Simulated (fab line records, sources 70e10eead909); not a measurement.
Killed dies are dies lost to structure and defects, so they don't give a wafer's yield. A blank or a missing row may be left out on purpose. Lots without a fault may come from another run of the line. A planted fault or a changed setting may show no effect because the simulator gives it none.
A sampling plan put to the test | flow nand_harc | one fab line, 30 faults that these records tell of, each judged on the records of the lots that it struck
The plan is the line's own looks: the steps of the route at which a gauge or an inspection reads the wafer and doesn't change it. A look can be judged if struck wafers have a number there and the file gives its usual mean and standard deviation on fault-free wafers. Caught: at a look after the fault's first step, the mean of the struck wafers lies 4 or more of those standard deviations (sigma) from the usual mean. On the tool: the same test on the tool's own readings at the fault's steps. Another recipe on the struck wafers, or a record that is blank for them alone, also counts as caught.

THE FAULTS, as the simulator had put them in
1. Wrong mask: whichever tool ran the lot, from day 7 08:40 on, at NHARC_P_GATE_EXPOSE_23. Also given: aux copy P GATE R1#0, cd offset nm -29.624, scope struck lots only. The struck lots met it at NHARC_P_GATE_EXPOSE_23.
2. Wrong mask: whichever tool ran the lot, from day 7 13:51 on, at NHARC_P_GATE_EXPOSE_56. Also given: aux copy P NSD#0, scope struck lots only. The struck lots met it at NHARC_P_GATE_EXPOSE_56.
3. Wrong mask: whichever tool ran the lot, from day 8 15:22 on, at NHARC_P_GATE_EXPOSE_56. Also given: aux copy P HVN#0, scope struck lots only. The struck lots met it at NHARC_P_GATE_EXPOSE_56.
4. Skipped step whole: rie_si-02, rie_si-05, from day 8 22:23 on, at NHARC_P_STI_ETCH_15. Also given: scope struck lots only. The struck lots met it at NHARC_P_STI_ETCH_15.
5. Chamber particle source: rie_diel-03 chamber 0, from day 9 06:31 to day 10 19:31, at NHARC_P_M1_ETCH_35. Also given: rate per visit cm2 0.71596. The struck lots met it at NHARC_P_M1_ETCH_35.
6. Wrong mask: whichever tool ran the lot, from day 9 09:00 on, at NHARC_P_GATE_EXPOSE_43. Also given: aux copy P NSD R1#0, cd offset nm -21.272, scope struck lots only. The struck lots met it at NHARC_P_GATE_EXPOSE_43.
7. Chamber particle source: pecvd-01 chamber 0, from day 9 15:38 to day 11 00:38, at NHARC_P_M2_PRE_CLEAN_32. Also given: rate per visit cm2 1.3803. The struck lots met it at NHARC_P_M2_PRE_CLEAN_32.
8. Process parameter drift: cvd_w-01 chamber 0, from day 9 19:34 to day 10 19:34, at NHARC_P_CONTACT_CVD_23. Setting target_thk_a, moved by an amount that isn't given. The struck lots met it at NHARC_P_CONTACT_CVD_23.
9. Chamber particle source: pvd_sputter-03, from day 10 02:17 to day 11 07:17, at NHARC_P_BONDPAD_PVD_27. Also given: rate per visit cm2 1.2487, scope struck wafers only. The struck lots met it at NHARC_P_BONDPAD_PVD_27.
10. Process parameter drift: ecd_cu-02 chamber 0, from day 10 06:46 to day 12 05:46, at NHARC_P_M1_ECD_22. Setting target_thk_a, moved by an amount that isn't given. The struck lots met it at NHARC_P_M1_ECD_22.
11. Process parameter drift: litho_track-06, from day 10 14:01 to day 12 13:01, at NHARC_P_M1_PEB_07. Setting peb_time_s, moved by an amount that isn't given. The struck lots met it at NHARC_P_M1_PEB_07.
12. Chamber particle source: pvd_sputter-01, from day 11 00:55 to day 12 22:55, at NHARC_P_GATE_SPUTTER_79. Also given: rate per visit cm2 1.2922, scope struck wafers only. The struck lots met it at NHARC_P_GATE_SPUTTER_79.
13. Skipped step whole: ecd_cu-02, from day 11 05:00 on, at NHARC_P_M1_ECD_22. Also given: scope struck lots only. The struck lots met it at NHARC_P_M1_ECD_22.
14. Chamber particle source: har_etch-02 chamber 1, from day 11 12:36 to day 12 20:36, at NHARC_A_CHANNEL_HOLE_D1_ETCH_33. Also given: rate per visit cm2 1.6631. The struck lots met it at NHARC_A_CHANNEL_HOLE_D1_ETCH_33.
15. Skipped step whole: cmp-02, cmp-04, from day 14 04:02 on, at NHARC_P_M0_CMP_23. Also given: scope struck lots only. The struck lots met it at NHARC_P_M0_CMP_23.
16. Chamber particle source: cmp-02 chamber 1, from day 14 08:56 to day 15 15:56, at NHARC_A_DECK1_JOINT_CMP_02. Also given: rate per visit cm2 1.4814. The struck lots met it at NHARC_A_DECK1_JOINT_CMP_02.
17. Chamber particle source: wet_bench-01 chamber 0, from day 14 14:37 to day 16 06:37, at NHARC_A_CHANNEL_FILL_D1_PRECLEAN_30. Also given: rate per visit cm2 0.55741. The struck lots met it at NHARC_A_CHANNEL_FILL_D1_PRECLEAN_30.
18. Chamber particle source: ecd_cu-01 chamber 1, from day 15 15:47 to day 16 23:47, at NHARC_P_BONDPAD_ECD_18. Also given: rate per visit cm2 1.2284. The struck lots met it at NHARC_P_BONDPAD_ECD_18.
19. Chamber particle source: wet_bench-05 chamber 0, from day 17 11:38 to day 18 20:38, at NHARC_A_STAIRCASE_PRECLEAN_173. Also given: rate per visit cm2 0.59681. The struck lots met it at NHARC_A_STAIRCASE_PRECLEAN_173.
20. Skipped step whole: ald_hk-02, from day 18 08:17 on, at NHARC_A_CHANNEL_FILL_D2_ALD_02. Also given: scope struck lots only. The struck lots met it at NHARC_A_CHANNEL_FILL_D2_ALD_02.
21. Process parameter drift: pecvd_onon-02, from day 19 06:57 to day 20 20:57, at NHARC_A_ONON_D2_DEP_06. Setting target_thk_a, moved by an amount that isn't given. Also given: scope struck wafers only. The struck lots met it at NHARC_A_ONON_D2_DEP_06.
22. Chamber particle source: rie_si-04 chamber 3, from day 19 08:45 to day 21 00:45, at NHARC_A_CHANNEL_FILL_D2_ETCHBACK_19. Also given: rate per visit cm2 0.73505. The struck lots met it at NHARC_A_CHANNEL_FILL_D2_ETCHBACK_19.
23. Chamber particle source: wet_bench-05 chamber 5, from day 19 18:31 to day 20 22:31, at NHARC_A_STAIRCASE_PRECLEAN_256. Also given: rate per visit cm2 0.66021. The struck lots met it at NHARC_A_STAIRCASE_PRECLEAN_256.
24. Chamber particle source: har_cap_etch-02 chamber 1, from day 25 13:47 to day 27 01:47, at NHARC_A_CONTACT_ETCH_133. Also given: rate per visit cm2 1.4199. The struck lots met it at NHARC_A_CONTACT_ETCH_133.
25. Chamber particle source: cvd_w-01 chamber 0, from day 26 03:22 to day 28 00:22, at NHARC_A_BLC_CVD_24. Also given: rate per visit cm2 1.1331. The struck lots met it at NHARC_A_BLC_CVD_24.
26. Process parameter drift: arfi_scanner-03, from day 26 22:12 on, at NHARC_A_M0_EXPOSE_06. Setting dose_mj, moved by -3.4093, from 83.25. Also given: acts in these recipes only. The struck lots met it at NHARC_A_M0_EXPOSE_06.
27. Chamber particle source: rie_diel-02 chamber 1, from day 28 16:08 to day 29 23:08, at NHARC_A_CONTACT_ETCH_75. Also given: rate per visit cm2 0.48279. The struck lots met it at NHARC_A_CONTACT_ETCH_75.
28. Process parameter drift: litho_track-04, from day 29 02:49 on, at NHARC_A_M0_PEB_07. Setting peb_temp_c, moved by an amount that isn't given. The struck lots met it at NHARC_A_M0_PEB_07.
29. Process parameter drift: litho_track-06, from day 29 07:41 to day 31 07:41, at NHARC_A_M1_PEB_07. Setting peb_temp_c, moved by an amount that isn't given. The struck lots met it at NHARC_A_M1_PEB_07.
30. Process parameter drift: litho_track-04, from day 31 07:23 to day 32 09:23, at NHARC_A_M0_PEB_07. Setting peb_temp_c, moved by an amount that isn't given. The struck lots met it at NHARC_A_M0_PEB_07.

WHAT THE PLAN SAW
fault | on the tool itself                               | first look that catches it                      | reading, sigma                                        | median hours from its first step to that look | hours from the fault's start to the first struck lot there | judged looks passed uncaught
1     | no reading that can be judged                    | NHARC_P_GATE_CD_MEAS_26                         | cd_nm -33                                             | 0.1                                           | 6                                                          | 0
2     | under 2 sigma                                    | no look after it can be judged                  | -                                                     | -                                             | -                                                          | 0
3     | no reading that can be judged                    | no look after it can be judged                  | -                                                     | -                                             | -                                                          | 0
4     | the tool's record is blank for the struck wafers | NHARC_P_STI_OCD_MEAS_17                         | trench_depth_nm -40                                   | 0.2                                           | 5                                                          | 1
5     | under 2 sigma                                    | NHARC_END_SORT_01                               | killed_at_periphery +30                               | 436.9                                         | 443                                                        | 2
6     | under 2 sigma                                    | NHARC_P_GATE_CD_MEAS_46                         | cd_nm -9.5                                            | 0.2                                           | 8                                                          | 0
7     | under 2 sigma                                    | NHARC_END_SORT_01                               | killed_at_periphery +31                               | 430.1                                         | 435                                                        | 1
8     | under 2 sigma                                    | not the one look that can be judged after it    | -                                                     | -                                             | -                                                          | 1
9     | under 2 sigma                                    | NHARC_END_SORT_01                               | killed_at_periphery +24                               | 431.7                                         | 438                                                        | 1
10    | no reading that can be judged                    | no look after it can be judged                  | -                                                     | -                                             | -                                                          | 0
11    | heater_power_total_W +48 sigma                   | NHARC_P_M1_CD_MEAS_09                           | cd_nm -8.5                                            | 0.1                                           | 25                                                         | 0
12    | no reading that can be judged                    | NHARC_P_GATE_INSPECT_68                         | raw_defect_count +11                                  | 0.8                                           | 21                                                         | 0
13    | the tool's record is blank for the struck wafers | NHARC_P_M1_THK_MEAS_24                          | thk_nm -70                                            | 1.0                                           | 13                                                         | 0
14    | under 2 sigma                                    | NHARC_A_CHANNEL_HOLE_D1_INSPECT_40              | raw_defect_count +39                                  | 1.7                                           | 7                                                          | 0
15    | the tool's record is blank for the struck wafers | NHARC_P_M0_THK_MEAS_24                          | thk_nm +99 or beyond                                  | 0.3                                           | 4                                                          | 0
16    | under 2 sigma                                    | NHARC_A_DECK1_JOINT_INSPECT_05                  | raw_defect_count +5.8                                 | 0.7                                           | 23                                                         | 0
17    | no reading that can be judged                    | none of the 2 looks that can be judged after it | strongest: killed_dies at NHARC_END_SORT_01, +3.8     | -                                             | -                                                          | 2
18    | no reading that can be judged                    | NHARC_END_SORT_01                               | killed_at_periphery +99 or beyond                     | 442.6                                         | 427                                                        | 0
19    | no reading that can be judged                    | not the one look that can be judged after it    | strongest: killed_at_array at NHARC_END_SORT_01, +3.6 | -                                             | -                                                          | 1
20    | the tool's record is blank for the struck wafers | NHARC_END_WLT_00                                | VT_DECK1_TOP +99 or beyond                            | 253.5                                         | 265                                                        | 0
21    | no reading that can be judged                    | NHARC_A_ONON_D2_THK_MEAS_08                     | thk_nm +11                                            | 0.4                                           | 12                                                         | 0
22    | under 2 sigma                                    | NHARC_END_SORT_01                               | killed_at_array +5.3                                  | 225.3                                         | 264                                                        | 1
23    | under 2 sigma                                    | NHARC_END_SORT_01                               | killed_dies +4.2                                      | 192.2                                         | 211                                                        | 0
24    | the tool's record is blank for the struck wafers | NHARC_END_SORT_01                               | killed_dies +6.2                                      | 76.6                                          | 74                                                         | 0
25    | under 2 sigma                                    | NHARC_END_SORT_01                               | killed_at_array +4.4                                  | 44.1                                          | 51                                                         | 0
26    | exposure_dose_mJ_cm2 -35 sigma                   | none of the 5 looks that can be judged after it | strongest: cd_nm at NHARC_A_M0_CD_MEAS_09, -2.8       | -                                             | -                                                          | 5
27    | under 2 sigma                                    | NHARC_END_SORT_01                               | killed_at_array +5.7                                  | 57.9                                          | 71                                                         | 0
28    | plate_temp_C +42 sigma                           | NHARC_A_M0_CD_MEAS_09                           | cd_nm +22                                             | 0.1                                           | 9                                                          | 0
29    | plate_temp_C +12 sigma                           | NHARC_A_M1_CD_MEAS_09                           | cd_nm +5.3                                            | 0.1                                           | 9                                                          | 0
30    | plate_temp_C +71 sigma                           | NHARC_A_M0_CD_MEAS_09                           | cd_nm +34                                             | 0.1                                           | 11                                                         | 0
A dash: the fault isn't caught, or these records don't give the number.

Caught at a look: 23 of 30. Caught on the tool: 10 of 30. By one or the other: 24 of 30.
Caught on the tool alone: fault 26.
Caught at a look alone: faults 1, 5, 6, 7, 9, 12, 14, 16, 18, 21, 22, 23, 25, 27.
Caught by neither: faults 2, 3, 8, 10, 17, 19.

THINNER SAMPLING
If the look that catches a fault measured only every second or every third lot, by lot number, the first struck lot would be measured this late in the worst case:
fault | struck lots at that look, in order of time | every lot | every second lot | every third lot
1     | L531                                       | 6 h       | may miss it      | may miss it
4     | L691, L692                                 | 5 h       | 17 h             | may miss all 2
5     | L779                                       | 443 h     | may miss it      | may miss it
6     | L992                                       | 8 h       | may miss it      | may miss it
7     | L293                                       | 435 h     | may miss it      | may miss it
9     | L283, L284                                 | 438 h     | 445 h            | may miss all 2
11    | L443, L445                                 | 25 h      | may miss all 2   | may miss all 2
12    | L292                                       | 21 h      | may miss it      | may miss it
13    | L908, L909, L910                           | 13 h      | 29 h             | 30 h
14    | L575, L577                                 | 7 h       | may miss all 2   | may miss all 2
15    | L896, L897, L898                           | 4 h       | 8 h              | 19 h
16    | L960                                       | 23 h      | may miss it      | may miss it
18    | L604, L605                                 | 427 h     | 452 h            | may miss all 2
20    | L735, L736, L737                           | 265 h     | 286 h            | 286 h
21    | L923, L925                                 | 12 h      | may miss all 2   | may miss all 2
22    | L780                                       | 264 h     | may miss it      | may miss it
23    | L758                                       | 211 h     | may miss it      | may miss it
24    | L602, L603                                 | 74 h      | 101 h            | may miss all 2
25    | L297, L300                                 | 51 h      | 81 h             | may miss all 2
27    | L656                                       | 71 h      | may miss it      | may miss it
28    | L212, L213                                 | 9 h       | 21 h             | may miss all 2
29    | L939, L941                                 | 9 h       | may miss all 2   | may miss all 2
30    | L847, L848                                 | 11 h      | 13 h             | may miss all 2
Hours are from the fault's start to the first struck lot that is measured. The limit of 4 sigma was tested on all struck wafers together, so one lot alone may lie under it. Other struck lots may not be in these records.

THE LONGEST TIMED WAY FROM STEP TO LOOK
Fault 18: a median of 442.6 hours passes between NHARC_P_BONDPAD_ECD_18 and NHARC_END_SORT_01. No look between them can be judged.
